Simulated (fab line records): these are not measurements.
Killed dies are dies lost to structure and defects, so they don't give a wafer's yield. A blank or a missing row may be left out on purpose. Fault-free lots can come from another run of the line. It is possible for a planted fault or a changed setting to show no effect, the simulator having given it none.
Chamber matching :: flow nand harc :: 4 sister chambers for NHARC_A_BLC_STRIP_29 on rie diel-11
The step strips in CF4. 27 wafers are shown with their chamber, then 12 later ones without.

WAFERS, EACH WITH ITS CHAMBER
wafer: L075.1
chamber: 1
drypump motor current A (A): 6.5
oes product au (a.u.): 1.010
rf vpp V (V): 58.5

wafer: L075.4
chamber: 0
drypump motor current A (A): 5.8
oes product au (a.u.): 0.990
rf vpp V (V): 58.2

wafer: L075.5
chamber: 3
drypump motor current A (A): 6.2
oes product au (a.u.): 0.994
rf vpp V (V): 59.8

wafer: L077.2
chamber: 0
drypump motor current A (A): 5.8
oes product au (a.u.): 0.981
rf vpp V (V): 59.0

wafer: L077.4
chamber: 2
drypump motor current A (A): 6.0
oes product au (a.u.): 1.003
rf vpp V (V): 58.7

wafer: L077.5
chamber: 1
drypump motor current A (A): 6.5
oes product au (a.u.): 1.003
rf vpp V (V): 61.0

wafer: L078.1
chamber: 3
drypump motor current A (A): 6.2
oes product au (a.u.): 0.990
rf vpp V (V): 58.6

wafer: L078.2
chamber: 0
drypump motor current A (A): 5.8
oes product au (a.u.): 0.979
rf vpp V (V): 59.4

wafer: L078.6
chamber: 3
drypump motor current A (A): 6.2
oes product au (a.u.): 0.979
rf vpp V (V): 60.7

wafer: L080.1
chamber: 3
drypump motor current A (A): 6.2
oes product au (a.u.): 0.996
rf vpp V (V): 59.3

wafer: L080.2
chamber: 1
drypump motor current A (A): 6.5
oes product au (a.u.): 1.016
rf vpp V (V): 60.2

wafer: L080.6
chamber: 3
drypump motor current A (A): 6.2
oes product au (a.u.): 0.997
rf vpp V (V): 60.8

wafer: L081.1
chamber: 2
drypump motor current A (A): 5.9
oes product au (a.u.): 1.004
rf vpp V (V): 60.1

wafer: L081.4
chamber: 3
drypump motor current A (A): 6.2
oes product au (a.u.): 0.991
rf vpp V (V): 59.2

wafer: L081.5
chamber: 3
drypump motor current A (A): 6.2
oes product au (a.u.): 0.990
rf vpp V (V): 60.3

wafer: L081.2
chamber: 0
drypump motor current A (A): 5.8
oes product au (a.u.): 0.989
rf vpp V (V): 59.7

wafer: L081.3
chamber: 1
drypump motor current A (A): 6.4
oes product au (a.u.): 1.020
rf vpp V (V): 60.6

wafer: L081.6
chamber: 0
drypump motor current A (A): 5.8
oes product au (a.u.): 0.985
rf vpp V (V): 58.3

wafer: L082.3
chamber: 1
drypump motor current A (A): 6.5
oes product au (a.u.): 1.001
rf vpp V (V): 60.3

wafer: L082.4
chamber: 3
drypump motor current A (A): 6.2
oes product au (a.u.): 0.990
rf vpp V (V): 59.1

wafer: L082.5
chamber: 2
drypump motor current A (A): 5.9
oes product au (a.u.): 1.018
rf vpp V (V): 58.9

wafer: L084.1
chamber: 1
drypump motor current A (A): 6.5
oes product au (a.u.): 1.006
rf vpp V (V): 60.4

wafer: L084.4
chamber: 2
drypump motor current A (A): 6.0
oes product au (a.u.): 0.987
rf vpp V (V): 60.1

wafer: L084.5
chamber: 0
drypump motor current A (A): 5.8
oes product au (a.u.): 0.989
rf vpp V (V): 59.1

wafer: L087.1
chamber: 1
drypump motor current A (A): 6.5
oes product au (a.u.): 1.016
rf vpp V (V): 60.3

wafer: L087.2
chamber: 0
drypump motor current A (A): 5.8
oes product au (a.u.): 1.003
rf vpp V (V): 57.9

wafer: L087.3
chamber: 2
drypump motor current A (A): 5.9
oes product au (a.u.): 0.973
rf vpp V (V): 57.7

SIGNATURES (averages over the wafers above)
reading: drypump motor current A
chamber 0: 5.800
chamber 1: 6.486
chamber 2: 5.940
chamber 3: 6.200
scatter within a chamber: 0.0299

reading: oes product au
chamber 0: 0.98800
chamber 1: 1.01029
chamber 2: 0.99700
chamber 3: 0.99087
scatter within a chamber: 0.00957

reading: rf vpp V
chamber 0: 58.800
chamber 1: 60.186
chamber 2: 59.100
chamber 3: 59.725
scatter within a chamber: 0.812
Rule: for a wafer and a chamber, the distance is found by dividing, reading by reading, the gap between the wafer's reading and the chamber's mean by the reading's scatter, squaring, summing and taking the root. The wafer belongs to the nearest chamber; if the next one is less than 2 further off, it can't be placed. The scatter: the root of (the sum of the squares of (reading less its chamber's mean) over the shown wafers, divided by (wafers less chambers)).

WAFERS WHOSE CHAMBER IS MISSING
wafer: L086.1
drypump motor current A (A): 6.5
oes product au (a.u.): 1.020
rf vpp V (V): 59.4

wafer: L086.3
drypump motor current A (A): 6.2
oes product au (a.u.): 1.024
rf vpp V (V): 58.6

wafer: L086.4
drypump motor current A (A): 5.9
oes product au (a.u.): 0.981
rf vpp V (V): 59.4

wafer: L091.2
drypump motor current A (A): 5.8
oes product au (a.u.): 0.997
rf vpp V (V): 60.2

wafer: L091.3
drypump motor current A (A): 6.2
oes product au (a.u.): 1.017
rf vpp V (V): 59.9

wafer: L091.4
drypump motor current A (A): 6.4
oes product au (a.u.): 1.003
rf vpp V (V): 59.9

wafer: L093.1
drypump motor current A (A): 6.4
oes product au (a.u.): 1.010
rf vpp V (V): 60.6

wafer: L093.2
drypump motor current A (A): 5.9
oes product au (a.u.): 0.979
rf vpp V (V): 60.5

wafer: L093.5
drypump motor current A (A): 6.2
oes product au (a.u.): 1.030
rf vpp V (V): 60.9

wafer: L097.1
drypump motor current A (A): 6.0
oes product au (a.u.): 1.002
rf vpp V (V): 60.5

wafer: L097.3
drypump motor current A (A): 6.2
oes product au (a.u.): 1.023
rf vpp V (V): 59.9

wafer: L097.5
drypump motor current A (A): 6.2
oes product au (a.u.): 1.030
rf vpp V (V): 60.6

CHAMBER TAKEN BY EACH
wafer: L086.1
from the rows above: 1
in truth: 1

wafer: L086.3
from the rows above: 3
in truth: 3

wafer: L086.4
from the rows above: can't be placed: 2 or 0
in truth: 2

wafer: L091.2
from the rows above: 0
in truth: 0

wafer: L091.3
from the rows above: 3
in truth: 3

wafer: L091.4
from the rows above: 1
in truth: 1

wafer: L093.1
from the rows above: 1
in truth: 1

wafer: L093.2
from the rows above: can't be placed: 2 or 0
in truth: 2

wafer: L093.5
from the rows above: 3
in truth: 3

wafer: L097.1
from the rows above: 2
in truth: 2

wafer: L097.3
from the rows above: 3
in truth: 3

wafer: L097.5
from the rows above: 3
in truth: 3
Correctly placed: 10 of 12. Cannot be placed on the basis of these rows: 2; the candidates contain the true chamber in 2. 0 placed wrongly.
